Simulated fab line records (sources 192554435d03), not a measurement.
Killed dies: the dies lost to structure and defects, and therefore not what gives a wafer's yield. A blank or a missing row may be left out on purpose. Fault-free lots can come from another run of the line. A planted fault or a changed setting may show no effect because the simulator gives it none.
A struck lot beside a sound one    flow n5_finfet    36 steps out of a route of 1938
Sound: wafers L957.1, L957.3, L957.4. Struck: wafers L962.2, L962.3, L962.5. The cause is named last.
Each step with rows lists, per side, the tool, then ch with its chambers, then its first start. Under that, the readings that differ: sound wafers    struck wafers    difference of the means    sigmas: that difference in standard deviations of wafers without a fault.
alike: words and numbers the same on both sides, and readings whose means are apart by under 2 such deviations; not compared: readings that were withheld, readings missing a value for some wafer, numbers with overlapping values and no deviation given by the record, and bounds like >300 which may hide the same value.
Wherever a step has rows on one side only, a row that says differs or no value, or a row with sigmas, the two part there. Numbers that don't overlap but have no deviation are shown without sigmas and don't part them. Lack of a reading on every wafer of one side parts them only where that side has two or more wafers.

first, 9 steps without rows for these wafers: N5_BEOL_M4_ANNEAL_95 (time 240 s); N5_BEOL_M4_SPUTTER_96 (material Cu, target thk 4.5 nm, time 8.29 s); N5_BEOL_M4_ECD_50 (material Cu, target thk 300 nm); N5_BEOL_M4_ANNEAL_51 (time 90 s); N5_BEOL_M4_CMP_52 (polishes, stops on SiOC, t overpolish 6.8 s, target thk 40 nm); N5_BEOL_M4_PRE_CLEAN_60 (time 15 s); N5_BEOL_M4_CO_CAP_55 (material Co, precursor CCTBA/H2, target thk 2 nm, time 102.1 s); N5_BEOL_M4_PRE_CLEAN_56 (time 15 s); N5_BEOL_M4_DEP_57 (deposits SiCN from 3MS/NH3, target thk 8 nm, time 14 s).
N5_BEOL_M4_RC_MEAS_101:
  sound on prober-01 ch 0, day 8 00:06; struck on prober-02 ch 0, day 9 07:48
  alike: DIBL_N, DIBL_P, IOFF_N, IOFF_P, ION_N, ION_P, SS_N, SS_P, VT_N, VT_P
then, 24 steps without rows for these wafers: N5_BEOL_M5_ILD_DEP_00 (deposits SiCOH lowk from DEMS/porogen, target thk 140.64 nm, time 25.9 s); N5_BEOL_M5_CURE_79 (cures SiCOH lowk, time 240 s); N5_BEOL_M5_PECVD_70 (deposits SiO2 from TEOS/O2, target thk 16 nm, time 18 s); N5_BEOL_M5_HM_DEP_02 (deposits TiN, target thk 20 nm); N5_BEOL_M5_COAT_59 (time 60 s, resist thk 60 nm); N5_BEOL_M5_COAT_60 (time 60 s, resist thk 12 nm); N5_BEOL_M5_COAT_71 (time 60 s, resist thk 5 nm); N5_BEOL_M5_COAT_05 (resist thk 30 nm); N5_BEOL_M5_EBR_07; N5_BEOL_M5_SOFTBAKE_06 (time 60 s); N5_BEOL_M5_EXPOSE_08 (exposes mask M5, target cd 28 nm); N5_BEOL_M5_PEB_09 (peb time 60 s); N5_BEOL_M5_DEVELOP_10 (develop time 30 s); N5_BEOL_M5_DESCUM_16 (chemistry O2, time 7 s); N5_BEOL_M5_ETCH_72 (etches underlayer in N2/H2, target depth 6.5 nm, time 5.2 s); N5_BEOL_M5_ETCH_61 (etches SiARC in CF4, target depth 15.6 nm, time 26 s); N5_BEOL_M5_ETCH_62 (etches SOC in N2/H2, target depth 75 nm, overetch 15 nm, time 112.5 s); N5_BEOL_M5_STRIP_63 (strips in N2/H2); N5_BEOL_M5_STRIP_73 (strips in N2/H2); N5_BEOL_M5_STRIP_64 (strips in CF4); N5_BEOL_M5_HM_OPEN_17 (chemistry Cl2/BCl3, target TiN, target depth 20 nm, overetch 6 nm); N5_BEOL_M5_STRIP_19 (strips in O2); N5_BEOL_M5_COAT_65 (time 60 s, resist thk 60 nm); N5_BEOL_M5_COAT_66 (time 60 s, resist thk 12 nm).
-- the record jumps here: 4 days lie between the struck wafers' starts before and after (it left off in module BEOL_M5 and takes up again in module PASSIVATION, whose first step shown is number 1910 of the route) --
N5_PASSIVATION_ETCH_59: etches TaN in Cl2/BCl3, target depth 65 nm, time 34.9 s.
  sound on rie_metal-03 ch 0,1, day 12 06:32; struck on rie_metal-03 ch 0,1, day 13 10:30
reading                   sound              struck             difference  sigmas
throttle_valve_pct (%)    21.13 21.12 21.19  21.53 21.45 21.54  +0.36       +4
model.etch.depth_nm (nm)  64.8 64.9 65.28    49.59 48.79 49.93  -15.56      
  alike: bias_w, drypump_motor_current_A, he_backside_leak_sccm, oes_product_au
  not compared: rf_hours_counter_h
N5_PASSIVATION_PROBE_49:
  sound on prober-02, day 12 10:52; struck on prober-01, day 13 14:51
reading                   sound           struck          difference  sigmas
defect_limited_yield (%)  91.1 92.1 91.3  29.1 13.9 39.4  -64.0       -49
killed_at_other           7 0 1           747 894 601     +745        +99 or more
killed_dies               105 93 103      837 1016 715    +756        +50
killed_on_rim             18 13 9         51 86 31        +43         +12
sort_bin_5_function (%)   5.7 4.8 5.5     68.1 82.1 57.0  +63.7       +83
sort_n_pass               1075 1087 1077  343 164 465     -756        -50
sort_yield_pct (%)        91.1 92.1 91.3  29.1 13.9 39.4  -64.0       -49
  alike: killed_at_M0_to_M3, killed_at_M4_up, killed_at_contacts, killed_at_front_end, killed_open, killed_short, sort_bin_6_memory

## WHERE THEY PART
Earliest at N5_PASSIVATION_ETCH_59; latest, in this record, at N5_PASSIVATION_PROBE_49.

WHY: the cause the simulator had injected
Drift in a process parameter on rie_metal-03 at N5_PASSIVATION_ETCH_59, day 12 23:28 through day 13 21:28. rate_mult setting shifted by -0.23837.
